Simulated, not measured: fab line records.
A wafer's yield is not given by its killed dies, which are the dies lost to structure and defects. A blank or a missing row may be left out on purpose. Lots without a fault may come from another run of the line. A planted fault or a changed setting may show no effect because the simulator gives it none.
fab line records	flow n5Finfet
[record] lots = 7	wafers = 21
route steps=1938 shown WELL_APT@24 FIN_SAQP@96 DUMMY_GATE@250 SD_ACTIVATION@331 ILD0@338 SDB@350
startH: hours from the record's opening day to when the first of the lot's shown wafers began	waitH: hours elapsed since this lot's preceding step	" repeats the value in the row above	L1.1+2: several wafers, shown together as one row	- either no value or no given start	* or withheld: withheld	< > ~ a bound
route shown NAME@n: NAME is a module with steps in the file, n the number in the route of the first one	usual: mean/standard deviation taken from wafers without a fault	same: alike in all rows	chamber/n: place in a boat	sites: per-site readings	_std_site: standard deviation of those values	_edge_site: the outer-site mean with the inner-site mean subtracted	radiusMm: how far each site lies from the wafer's centre	mask NAME#n: copy n	behind: the most recent tool/chamber to have shaped the wafer	hold: reason for holding the lot/hours on hold/outcome of the hold	device: transistor that didn't switch, given as n, p or np	end of line: tests run on the same wafers once the route is complete	a step without rows: its recipe alone	killed: dies that structure and defects cost at the first sort, which is not the same as the wafer's yield	map: the dies of a wafer, with x for killed, . for not killed, _ for no die there
set.NAME: the setting as run; set.NAME@STEP: as run at that earlier step	model.NAME: the simulator's own value behind a step, which no gauge read
lots with deliberately changed settings; one table per step, one row per wafer
[[steps]]
[step N5_WELL_APT_EXPOSE_05]
[recipe] maskId = NWELL	na = 0.8	sourceShape = conventional	sigmaOuter = 0.8	polarization = unpolarized	defocusNm = 0	targetCdNm = 200	doseMj = 20.3
lot.wafer	tool	chamber	startH	waitH	mask	set.doseMj
L077.2+4+6	krfScanner-01	0	31.64	-	NWELL#0	20.3
L078.3+6	krfScanner-02	0	37.67	-	NWELL#0	20.3
L078.5	"	0	"	"	NWELL#0	19.62
L083.3+4+5	krfScanner-02	0	67.76	-	NWELL#0	20.3
L085.2+3+5	krfScanner-02	0	79.54	-	NWELL#0	20.3
L086.3+4	krfScanner-02	0	85.54	-	NWELL#0	20.3
L086.6	"	0	"	"	NWELL#0	19.53
L089.3+6	krfScanner-01	0	103.61	-	NWELL#0	20.3
L089.5	"	0	"	"	NWELL#0	19.83
L097.1+5	krfScanner-01	0	151.68	-	NWELL#0	18.89
L097.4	"	0	"	"	NWELL#0	20.3
[step N5_WELL_APT_PEB_06]
[recipe] pebTempC = 130	pebTimeS = 90
[step N5_WELL_APT_DEVELOP_07]
[recipe] developTimeS = 45	rinseLiquid = surfactantRinse	dry = airSpin	devTempC = 21
[step N5_WELL_APT_HARDBAKE_12]
[recipe] tempC = 130	timeS = 120
[step N5_WELL_APT_CD_MEAS_08]
[recipe] targetCdNm = 200	landingEnergyEv = 500	detector = seInlens
[usual] cdNm = 200.2/1.5
lot.wafer	tool	chamber	startH	waitH	set.doseMj@WELL_APT_EXPOSE_05	cdNm
L077.2	cdSem-01	0	31.81	-	20.3	199.1
L077.4	"	0	"	"	20.3	200.4
L077.6	"	0	"	"	20.3	200.1
L078.3	cdSem-03	0	37.84	-	20.3	200.4
L078.5	"	0	"	"	19.62	196.1
L078.6	"	0	"	"	20.3	198.8
L083.3	cdSem-03	0	67.93	-	20.3	198.3
L083.4	"	0	"	"	20.3	201.4
L083.5	"	0	"	"	20.3	199.3
L085.2	cdSem-03	0	79.71	-	20.3	197.1
L085.3	"	0	"	"	20.3	197.9
L085.5	"	0	"	"	20.3	198.3
L086.3	cdSem-03	0	85.70	-	20.3	198.7
L086.4	"	0	"	"	20.3	198.3
L086.6	"	0	"	"	19.53	190.6
L089.3	cdSem-01	0	103.77	-	20.3	200.0
L089.5	"	0	"	"	19.83	199.3
L089.6	"	0	"	"	20.3	202.6
L097.1	cdSem-03	0	151.86	-	18.89	189.1
L097.4	"	0	"	"	20.3	198.2
L097.5	"	0	"	"	18.89	185.0
[step N5_WELL_APT_DESCUM_13]
[recipe] chemistry = O2	timeS = 7.9	sourcePowerW = 50	biasPowerW = 20	pressureMtorr = 20	rfFrequencyHz = 2.712e+07	tempC = 40	o2FlowSccm = 225
lot.wafer	tool	chamber	startH	waitH	set.doseMj@WELL_APT_EXPOSE_05	model.WELL_APT.cdNm
L077.2	rieDiel-05	3	31.90	0.0	20.3	199.3
L077.4	"	0	"	"	20.3	200.6
L077.6	"	0	"	"	20.3	199.7
L078.3	rieDiel-06	0	37.92	0.0	20.3	200.6
L078.5	"	1	"	"	19.62	195.9
L078.6	"	2	"	"	20.3	198.8
L083.3	rieDiel-05	2	68.01	0.0	20.3	198
L083.4	"	1	"	"	20.3	201.6
L083.5	"	0	"	"	20.3	199.7
L085.2	rieDiel-02	1	80.32	0.6	20.3	196.9
L085.3	"	0	"	"	20.3	197.6
L085.5	"	0	"	"	20.3	197.9
L086.3	rieDiel-06	3	85.79	0.0	20.3	199.2
L086.4	"	2	"	"	20.3	198
L086.6	"	2	"	"	19.53	191
L089.3	rieDiel-05	1	104.11	0.3	20.3	200.3
L089.5	"	0	"	"	19.83	199.1
L089.6	"	1	"	"	20.3	202.6
L097.1	rieDiel-06	1	153.37	1.5	18.89	188.5
L097.4	"	2	"	"	20.3	198.3
L097.5	"	1	"	"	18.89	184.8
[step N5_FIN_SAQP_HM_DEP_03]
[recipe] material = SiNx	targetThkA = 380	tempC = 400	precursor = SiH4/NH3/N2	pressureTorr = 1.5	rfW = 300	timeS = 33.6
lot.wafer	tool	chamber	startH	waitH	set.timeS	model.SiNx_of_FIN_SAQP_HM_DEP_03.thkNm
L077.2	pecvd-03	1	38.88	0.2	33.6	37.71
L077.4	"	0	"	"	33.6	38.01
L077.6	"	0	"	"	33.6	38.34
L078.3	pecvd-03	1	45.57	0.2	33.6	38.37
L078.5	"	0	"	"	33.6	38.29
L078.6	"	1	"	"	31.13	34.97
L083.3	pecvd-01	2	74.98	0.1	30.71	34.48
L083.4	"	1	"	"	33.6	38.49
L083.5	"	2	"	"	33.6	38.39
L085.2	pecvd-02	2	87.95	0.2	33.6	37.23
L085.3	"	0	"	"	33.6	37.8
L085.5	"	1	"	"	33.6	37.53
L086.3	pecvd-02	2	93.70	0.1	31.85	35.88
L086.4	"	0	"	"	33.6	38.72
L086.6	"	2	"	"	33.6	38.45
L089.3	pecvd-02	0	111.46	0.1	33.6	37.4
L089.5	"	2	"	"	33.6	37.61
L089.6	"	0	"	"	33.6	38.09
L097.1	pecvd-02	1	162.16	0.2	33.6	36.97
L097.4	"	0	"	"	33.6	38.41
L097.5	"	1	"	"	33.6	37.82
[step N5_FIN_SAQP_THK_MEAS_05]
[usual] thkNm = 37.9/0.47
lot.wafer	tool	chamber	startH	waitH	set.timeS@FIN_SAQP_HM_DEP_03	thkNm
L077.2	filmMetro-01	-	39.00	0.1	33.6	37.7
L077.4	"	-	"	"	33.6	38.0
L077.6	"	-	"	"	33.6	38.4
L078.3	filmMetro-01	-	45.66	0.1	33.6	38.3
L078.5	"	-	"	"	33.6	38.3
L078.6	"	-	"	"	31.13	35.0
L083.3	filmMetro-01	-	75.07	0.1	30.71	34.5
L083.4	"	-	"	"	33.6	38.5
L083.5	"	-	"	"	33.6	38.3
L085.2	filmMetro-01	-	88.04	0.1	33.6	37.3
L085.3	"	-	"	"	33.6	37.8
L085.5	"	-	"	"	33.6	37.6
L086.3	filmMetro-01	-	93.79	0.1	31.85	35.9
L086.4	"	-	"	"	33.6	38.7
L086.6	"	-	"	"	33.6	38.5
L089.3	filmMetro-02	-	111.55	0.1	33.6	37.4
L089.5	"	-	"	"	33.6	37.6
L089.6	"	-	"	"	33.6	38.0
L097.1	filmMetro-02	-	162.25	0.1	33.6	37.0
L097.4	"	-	"	"	33.6	38.4
L097.5	"	-	"	"	33.6	37.8
[step N5_FIN_SAQP_SPACER1_ALD_24]
[recipe] material = SiO2	targetThkA = 203	tempC = 300	aldPrecursorFamily = BDEAS	aldCoReactant = O2-plasma	pulseTimeS = 1	purgeTimeS = 2	coReactantPurgeTimeS = 2	aldCycles = 218	pressureTorr = 2
lot.wafer	tool	chamber	startH	waitH	set.tempC	model.SiO2_of_FIN_SAQP_SPACER1_ALD_24.thkNm
L077.2+4	aldSin-01	0,1	40.91	0.3	300	20.2
L077.6	"	2	"	"	300	20.4
L078.3+5	aldSin-03	2,0	47.52	0.2	300	20.2
L078.6	"	1	"	"	300	20.4
L083.3	aldSin-02	3	77.23	0.2	300	20.4
L083.4+5	"	2	"	"	309.7	20
L085.2+3+5	aldSin-03	1,3,1	89.93	0.4	300	20.4
L086.3+6	aldSin-03	3	95.67	0.1	300	20.2
L086.4	"	1	"	"	286.9	21.2
L089.3+6	aldSin-01	2	113.46	0.1	300	20.4
L089.5	"	1	"	"	300	20.2
L097.1+4+5	aldSin-01	3,2,1	164.59	0.3	300	20.2
[step N5_FIN_SAQP_ETCH_65]
[recipe] chemistry = CF4	target = SiO2	targetDepthA = 40	ionEnergyEv = 350	timeS = 4.4	pressureMtorr = 10	icpW = 800	biasW = 400	cf4FlowSccm = 80
lot.wafer	tool	chamber	startH	waitH	set.timeS	model.etch.depthNm
L077.2	rieSi-04	2	42.00	0.1	4.4	4.008
L077.4	"	3	"	"	4.4	3.897
L077.6	"	0	"	"	4.4	3.843
L078.3	rieSi-04	2	48.60	0.1	4.4	4.002
L078.5	"	0	"	"	4.4	3.914
L078.6	"	3	"	"	4.4	3.961
L083.3	rieSi-04	1	78.33	0.1	4.4	3.955
L083.4	"	2	"	"	3.92	3.568
L083.5	"	3	"	"	4.4	3.878
L085.2	rieSi-03	2	91.00	0.1	3.571	3.236
L085.3	"	0	"	"	4.4	3.976
L085.5	"	0	"	"	3.571	3.234
L086.3	rieSi-01	3	96.74	0.1	4.4	4.066
L086.4	"	1	"	"	3.8	3.353
L086.6	"	1	"	"	3.8	3.393
L089.3	rieSi-04	1	114.65	0.1	5.15	4.718
L089.5	"	1	"	"	5.15	4.71
L089.6	"	2	"	"	4.4	4.006
L097.1	rieSi-04	3	165.78	0.1	5.057	4.528
L097.4	"	1	"	"	5.057	4.592
L097.5	"	3	"	"	4.4	3.939
[step N5_FIN_SAQP_MANDREL_ETCH_58]
[recipe] chemistry = HBr/Cl2	target = a-Si	targetDepthA = 450	btTimeS = 10	stopOn = SiNx	maskMaterial = SiO2	overEtchFrac = 0.8	timeS = 27	pressureMtorr = 10	icpW = 800	biasW = 75	HBr_flow_sccm = 150	Cl2_flow_sccm = 80	ends = endPoint
[step N5_FIN_SAQP_RECESS_63]
[recipe] chemistry = HF/NH3	target = SiO2	targetDepthA = 180	afsCycles = 3	tempC = 30	sublimationTempC = 180	sublimationTimeS = 60
[step N5_FIN_SAQP_SPACER2_ALD_28]
[recipe] material = SiO2	targetThkA = 81	tempC = 300	aldPrecursorFamily = BDEAS	aldCoReactant = O2-plasma	pulseTimeS = 1	purgeTimeS = 2	coReactantPurgeTimeS = 2	pressureTorr = 2
[step N5_FIN_SAQP_SPACER2_ETCHBACK_29]
[recipe] chemistry = CHF3/O2	mode = anisotropicEtchback	target = SiO2	targetDepthA = 122	timeS = 6.1	pressureMtorr = 30	sourceW = 650	biasW = 170	Ar_flow_sccm = 200	CHF3_flow_sccm = 50	O2_flow_sccm = 5	ionEnergyEv = 200
[step N5_FIN_SAQP_MANDREL2_REMOVE_60]
[recipe] chemistry = HBr/Cl2/O2	btTimeS = 10	target = a-Si	stopOn = SiNx	endpoint = OES-SiCl	overEtchFrac = 1	icpW = 600	biasW = 22	HBr_flow_sccm = 150	Cl2_flow_sccm = 80	O2_flow_sccm = 5	pressureMtorr = 10
lot.wafer	tool	chamber	startH	waitH	set.timeS@FIN_SAQP_HM_DEP_03	model.SiNx_of_FIN_SAQP_HM_DEP_03.thkNm
L077.2	rieSi-04	3	44.42	0.1	33.6	37
L077.4	"	0	"	"	33.6	37.4
L077.6	"	0	"	"	33.6	37.8
L078.3+5	rieSi-04	2	49.88	0.1	33.6	37.6
L078.6	"	3	"	"	31.13	34.4
L083.3	rieSi-01	1	79.83	0.1	30.71	33.8
L083.4+5	"	0,2	"	"	33.6	37.8
L085.2	rieSi-01	3	93.39	0.1	33.6	36.6
L085.3	"	2	"	"	33.6	37.2
L085.5	"	0	"	"	33.6	36.8
L086.3	rieSi-04	2	99.44	0.1	31.85	35.2
L086.4	"	1	"	"	33.6	38
L086.6	"	1	"	"	33.6	37.8
L089.3	rieSi-01	2	116.33	0.1	33.6	36.8
L089.5	"	3	"	"	33.6	37
L089.6	"	2	"	"	33.6	37.4
L097.1	rieSi-04	2	167.10	0.1	33.6	36.4
L097.4	"	0	"	"	33.6	37.8
L097.5	"	2	"	"	33.6	37.2
[step N5_FIN_SAQP_HM_OPEN_33]
[recipe] chemistry = CH3F/O2	target = SiNx	maskMaterial = SiO2	targetDepthA = 494	timeS = 70.6	pressureMtorr = 30	sourceW = 395	biasW = 73	Ar_flow_sccm = 150	CH3F_flow_sccm = 30	O2_flow_sccm = 20	ionEnergyEv = 120	ends = cleared
lot.wafer	tool	chamber	startH	waitH	set.timeS@FIN_SAQP_HM_DEP_03	model.etch.depthNm
L077.2	rieDiel-02	1	44.57	0.0	33.6	37.03
L077.4	"	3	"	"	33.6	37.38
L077.6	"	2	"	"	33.6	37.71
L078.3	rieDiel-05	2	50.04	0.0	33.6	37.69
L078.5	"	0	"	"	33.6	37.66
L078.6	"	1	"	"	31.13	34.34
L083.3	rieDiel-06	0	80.05	0.1	30.71	33.85
L083.4	"	2	"	"	33.6	37.81
L083.5	"	2	"	"	33.6	37.76
L085.2	rieDiel-05	0	93.55	0.0	33.6	36.55
L085.3	"	2	"	"	33.6	37.17
L085.5	"	3	"	"	33.6	36.9
L086.3	rieDiel-06	1	99.62	0.1	31.85	35.19
L086.4	"	0	"	"	33.6	38.09
L086.6	"	1	"	"	33.6	37.83
L089.3	rieDiel-06	2	116.74	0.3	33.6	36.77
L089.5	"	0	"	"	33.6	36.98
L089.6	"	3	"	"	33.6	37.41
L097.1	rieDiel-05	3	167.26	0.0	33.6	36.34
L097.4	"	1	"	"	33.6	37.79
L097.5	"	2	"	"	33.6	37.19
[step N5_FIN_SAQP_ETCH_34]
[recipe] chemistry = C4F6/O2	target = SiO2	targetDepthA = 450	timeS = 15	ionEnergyEv = 250	pressureMtorr = 30	sourceW = 345	biasW = 185	Ar_flow_sccm = 300	C4F6_flow_sccm = 10	O2_flow_sccm = 10	ends = cleared
lot.wafer	tool	chamber	startH	waitH	set.timeS@FIN_SAQP_HM_DEP_03	model.SiNx_of_FIN_SAQP_HM_DEP_03.thkNm
L077.2	rieDiel-02	1	44.64	0.0	33.6	34.2
L077.4	"	3	"	"	33.6	34.4
L077.6	"	2	"	"	33.6	34.8
L078.3+5	rieDiel-05	2,0	50.11	0.0	33.6	34.8
L078.6	"	1	"	"	31.13	31.4
L083.3	rieDiel-06	0	80.12	0.0	30.71	31
L083.4+5	"	2	"	"	33.6	35
L085.2	rieDiel-05	0	93.62	0.0	33.6	33.6
L085.3	"	2	"	"	33.6	34.2
L085.5	"	3	"	"	33.6	34
L086.3	rieDiel-06	1	99.69	0.0	31.85	32.2
L086.4	"	0	"	"	33.6	35.2
L086.6	"	1	"	"	33.6	34.8
L089.3	rieDiel-06	2	116.81	0.0	33.6	34
L089.5	"	0	"	"	33.6	34.2
L089.6	"	3	"	"	33.6	34.4
L097.1	rieDiel-05	3	167.33	0.0	33.6	33.4
L097.4	"	1	"	"	33.6	34.8
L097.5	"	2	"	"	33.6	34.4
[step N5_DUMMY_GATE_ETCH_42]
[recipe] chemistry = CHF3/O2	target = SiO2	targetDepthA = 35	timeS = 31	ionEnergyEv = 30	biasW = 12	pressureMtorr = 30	sourceW = 600	Ar_flow_sccm = 200	CHF3_flow_sccm = 50	O2_flow_sccm = 5
[usual] rfVppV = 42.4/1.1
lot.wafer	tool	chamber	startH	waitH	set.biasW	rfVppV
L077.2	rieDiel-04	1	65.98	0.0	12	43.0
L077.4	"	3	"	"	12	43.3
L077.6	"	1	"	"	12	43.7
L078.3	rieDiel-03	1	72.42	0.0	10.38	37.3
L078.5	"	2	"	"	12	41.2
L078.6	"	1	"	"	10.38	37.6
L083.3	rieDiel-03	3	100.61	0.0	12	42.1
L083.4	"	1	"	"	12	41.6
L083.5	"	0	"	"	12	41.5
L085.2	rieDiel-01	2	114.82	0.0	12	43.1
L085.3	"	3	"	"	12	40.8
L085.5	"	0	"	"	12.93	44.3
L086.3	rieDiel-03	1	119.97	0.1	12	40.9
L086.4	"	3	"	"	12	42.1
L086.6	"	1	"	"	9.916	37.6
L089.3	rieDiel-01	0	137.53	0.1	12	43.7
L089.5	"	3	"	"	10.09	35.8
L089.6	"	0	"	"	12	42.5
L097.1	rieDiel-03	1	189.45	0.1	11.2	40.7
L097.4	"	3	"	"	12	42.1
L097.5	"	3	"	"	11.2	38.0
[step N5_SD_ACTIVATION_LSA_01]
[recipe] tempC = 1080	timeS = 0.0008	ambient = N2
[usual] wafer_temp_C_max = 1085.5/1.2
lot.wafer	tool	chamber	startH	waitH	set.tempC	wafer_temp_C_max
L077.2	laserAnneal-02	0	78.07	0.2	1080	1085.3
L077.4	"	0	"	"	1080	1085.9
L077.6	"	0	"	"	1080	1084.3
L078.3	laserAnneal-01	0	84.58	0.2	1101	1107.5
L078.5	"	0	"	"	1101	1108.9
L078.6	"	0	"	"	1080	1086.2
L083.3	laserAnneal-01	0	112.08	0.2	1080	1085.3
L083.4	"	0	"	"	1080	1086.9
L083.5	"	0	"	"	1080	1085.4
L085.2	laserAnneal-02	0	125.01	0.2	1080	1084.6
L085.3	"	0	"	"	1080	1086.9
L085.5	"	0	"	"	1104	1108.6
L086.3	laserAnneal-01	0	129.75	0.2	1080	1089.4
L086.4	"	0	"	"	1060	1067.3
L086.6	"	0	"	"	1060	1064.4
L089.3	laserAnneal-02	0	149.32	0.2	1065	1070.1
L089.5	"	0	"	"	1080	1086.5
L089.6	"	0	"	"	1065	1069.6
L097.1	laserAnneal-02	0	200.29	0.2	1080	1084.3
L097.4	"	0	"	"	1080	1084.6
L097.5	"	0	"	"	1097	1102.6
[step N5_ILD0_CMP_03]
[recipe] stopOn = SiNx	tOverpolishS = 1.9	postCmpClean = alkalineBrush	downForcePsi = 4.1491	platenRpm = 51.796	padVelocityMS = 1.0306	targetThkNm = 197.38
[usual] timeToEndpointS = 74/4.7
lot.wafer	tool	chamber	startH	waitH	set.downForcePsi	timeToEndpointS
L077.2	cmp-02	1	81.02	0.1	4.1491	76
L077.4	"	3	"	"	4.1491	80
L077.6	"	1	"	"	4.1491	79
L078.3	cmp-02	0	87.50	0.1	4.1491	76
L078.5	"	3	"	"	4.1491	75
L078.6	"	0	"	"	3.486	93
L083.4	cmp-02	0	115.03	0.1	4.1491	74
L083.3	"	1	"	"	4.1491	75
L083.5	"	2	"	"	4.1491	75
L085.3	cmp-03	1	128.00	0.1	4.975	64
L085.2	"	3	"	"	4.1491	76
L085.5	"	1	"	"	4.1491	78
L086.4	cmp-02	1	133.78	0.1	4.1491	72
L086.3	"	2	"	"	4.427	69
L086.6	"	0	"	"	4.1491	78
L089.3	cmp-02	2	152.27	0.1	4.1491	83
L089.5	"	0	"	"	4.1491	83
L089.6	"	1	"	"	4.1491	77
L097.1	cmp-03	0	203.22	0.0	4.1491	69
L097.4	"	1	"	"	4.495	68
L097.5	"	0	"	"	4.495	66
[step N5_SDB_COAT_05]
[recipe] resist = CAR-ArF	spinRpm = 1500	resistThkNm = 90
lot.wafer	tool	chamber	startH	waitH	set.spinRpm	model.CAR-ArF_of_SDB_COAT_05.thkNm
L077.2+6	lithoTrack-04	0	-	-	1500	90.4
L077.4	"	0	"	"	1500	90.2
L078.3	lithoTrack-05	0	-	-	1618	86.8
L078.5	"	0	"	"	1618	86.4
L078.6	"	0	"	"	1618	86.6
L083.3	lithoTrack-05	0	-	-	1500	89.8
L083.4	"	0	"	"	1574	87.8
L083.5	"	0	"	"	1574	87.6
L085.2+5	lithoTrack-04	0	-	-	1500	90.2
L085.3	"	0	"	"	1358	94.8
L086.3+6	lithoTrack-04	0	-	-	1500	90.2
L086.4	"	0	"	"	1500	90.4
L089.3	lithoTrack-04	0	-	-	1397	93.4
L089.5	"	0	"	"	1500	89.8
L089.6	"	0	"	"	1397	93.2
L097.1	lithoTrack-05	0	-	-	1500	90.2
L097.4	"	0	"	"	1614	87
L097.5	"	0	"	"	1500	90
[step N5_SDB_EBR_07]
[recipe] solvent = PGMEA	ebrWidthMm = 1.5
[step N5_SDB_SOFTBAKE_06]
[recipe] tempC = 110	timeS = 60	resist = CAR-ArF
[step N5_SDB_EXPOSE_08]
[recipe] maskId = SDB	na = 1.35	sourceShape = conventional	sigmaOuter = 0.5	polarization = unpolarized	doseMj = 49.6
[step N5_SDB_PEB_09]
[recipe] pebTempC = withheld	pebTimeS = 60	resist = CAR-ArF
[step N5_SDB_DEVELOP_10]
[recipe] developTimeS = 30	developer = TMAH	resist = CAR-ArF	rinseLiquid = diw	dry = airSpin	devTempC = 23
lot.wafer	tool	chamber	startH	waitH	set.spinRpm@SDB_COAT_05	model.CAR-ArF_of_SDB_COAT_05.thkNm
L077.2+4	lithoTrack-04	0	-	-	1500	88.6
L077.6	"	0	"	"	1500	88.8
L078.3	lithoTrack-04	0	-	-	1618	85
L078.5+6	"	0	"	"	1618	84.8
L083.3	lithoTrack-05	0	-	-	1500	88
L083.4	"	0	"	"	1574	86.2
L083.5	"	0	"	"	1574	86
L085.2	lithoTrack-05	0	-	-	1500	88.4
L085.3	"	0	"	"	1358	93.2
L085.5	"	0	"	"	1500	88.6
L086.3+4+6	lithoTrack-03	0	-	-	1500	88.6
L089.3	lithoTrack-05	0	-	-	1397	91.8
L089.5	"	0	"	"	1500	88.2
L089.6	"	0	"	"	1397	91.6
L097.1+5	lithoTrack-04	0	-	-	1500	88.4
L097.4	"	0	"	"	1614	85.2
[step N5_SDB_DESCUM_16]
[recipe] chemistry = O2	timeS = 7.9	sourcePowerW = 50	biasPowerW = 20	pressureMtorr = 20	rfFrequencyHz = 2.712e+07	tempC = 40	resist = CAR-ArF	o2FlowSccm = 225
[step N5_SDB_ETCH_17]
[recipe] chemistry = CF4	target = SiARC	targetDepthA = 234	maskMaterial = CAR-ArF	timeS = 39	ionEnergyEv = 80	pressureMtorr = 40	sourceW = 545	biasW = 36	Ar_flow_sccm = 100	cf4FlowSccm = 100	ends = cleared
lot.wafer	tool	chamber	startH	waitH	set.spinRpm@SDB_COAT_05	model.CAR-ArF_of_SDB_COAT_05.thkNm
L077.2	rieDiel-05	0	85.45	0.0	1500	67
L077.4+6	"	3	"	"	1500	67.2
L078.3+6	rieDiel-06	1,2	91.95	0.0	1618	63.4
L078.5	"	1	"	"	1618	63.2
L083.3	rieDiel-02	2	119.37	0.0	1500	66.6
L083.4+5	"	1,2	"	"	1574	64.4
L085.2+5	rieDiel-06	3	132.30	0.0	1500	66.8
L085.3	"	2	"	"	1358	71.6
L086.3	rieDiel-06	1	138.13	0.0	1500	66.8
L086.4+6	"	3	"	"	1500	67
L089.3	rieDiel-02	1	157.99	0.0	1397	70.2
L089.5	"	0	"	"	1500	66.6
L089.6	"	1	"	"	1397	70
L097.1+5	rieDiel-02	3	207.64	0.0	1500	66.8
L097.4	"	0	"	"	1614	63.6
[[key]]
[split] step = N5_WELL_APT_EXPOSE_05	setting = doseMj	stated = 20.3	by = wafer
[response] step = N5_WELL_APT_CD_MEAS_08	reading = cdNm	change = +1.56	per = 1%	r = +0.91
[response] step = N5_WELL_APT_DESCUM_13	reading = model.WELL_APT.cdNm	change = +1.62	per = 1%	r = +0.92
[split] step = N5_FIN_SAQP_HM_DEP_03	setting = timeS	stated = 33.6	by = wafer
[response] step = N5_FIN_SAQP_HM_DEP_03	reading = model.SiNx_of_FIN_SAQP_HM_DEP_03.thkNm	change = +0.47	per = 1%	r = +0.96
[response] step = N5_FIN_SAQP_THK_MEAS_05	reading = thkNm	change = *	per = 1%	r = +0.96
[response] step = N5_FIN_SAQP_MANDREL2_REMOVE_60	reading = model.SiNx_of_FIN_SAQP_HM_DEP_03.thkNm	change = +0.464	per = 1%	r = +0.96
[response] step = N5_FIN_SAQP_HM_OPEN_33	reading = model.etch.depthNm	change = +0.469	per = 1%	r = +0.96
[response] step = N5_FIN_SAQP_ETCH_34	reading = model.SiNx_of_FIN_SAQP_HM_DEP_03.thkNm	change = +0.477	per = 1%	r = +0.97
[split] step = N5_FIN_SAQP_SPACER1_ALD_24	setting = tempC	stated = 300	by = wafer
[response] step = N5_FIN_SAQP_SPACER1_ALD_24	reading = model.SiO2_of_FIN_SAQP_SPACER1_ALD_24.thkNm	change = -0.192	per = 1%	r = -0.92
[split] step = N5_FIN_SAQP_ETCH_65	setting = timeS	stated = 4.4	by = wafer
[response] step = N5_FIN_SAQP_ETCH_65	reading = model.etch.depthNm	change = +0.0414	per = 1%	r = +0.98
[split] step = N5_DUMMY_GATE_ETCH_42	setting = biasW	stated = 12	by = wafer
[response] step = N5_DUMMY_GATE_ETCH_42	reading = rfVppV	change = +0.321	per = 1%	r = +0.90
[split] step = N5_SD_ACTIVATION_LSA_01	setting = tempC	stated = 1080	by = wafer
[response] step = N5_SD_ACTIVATION_LSA_01	reading = wafer_temp_C_max	change = *	per = 1%	r = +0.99
[split] step = N5_ILD0_CMP_03	setting = downForcePsi	stated = 4.1491	by = wafer
[response] step = N5_ILD0_CMP_03	reading = timeToEndpointS	change = *	per = 1%	r = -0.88
[split] step = N5_SDB_COAT_05	setting = spinRpm	stated = 1500	by = wafer
[response] step = N5_SDB_COAT_05	reading = model.CAR-ArF_of_SDB_COAT_05.thkNm	change = -0.464	per = 1%	r = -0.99
[response] step = N5_SDB_DEVELOP_10	reading = model.CAR-ArF_of_SDB_COAT_05.thkNm	change = -0.467	per = 1%	r = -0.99
[response] step = N5_SDB_ETCH_17	reading = model.CAR-ArF_of_SDB_COAT_05.thkNm	change = -0.478	per = 1%	r = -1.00
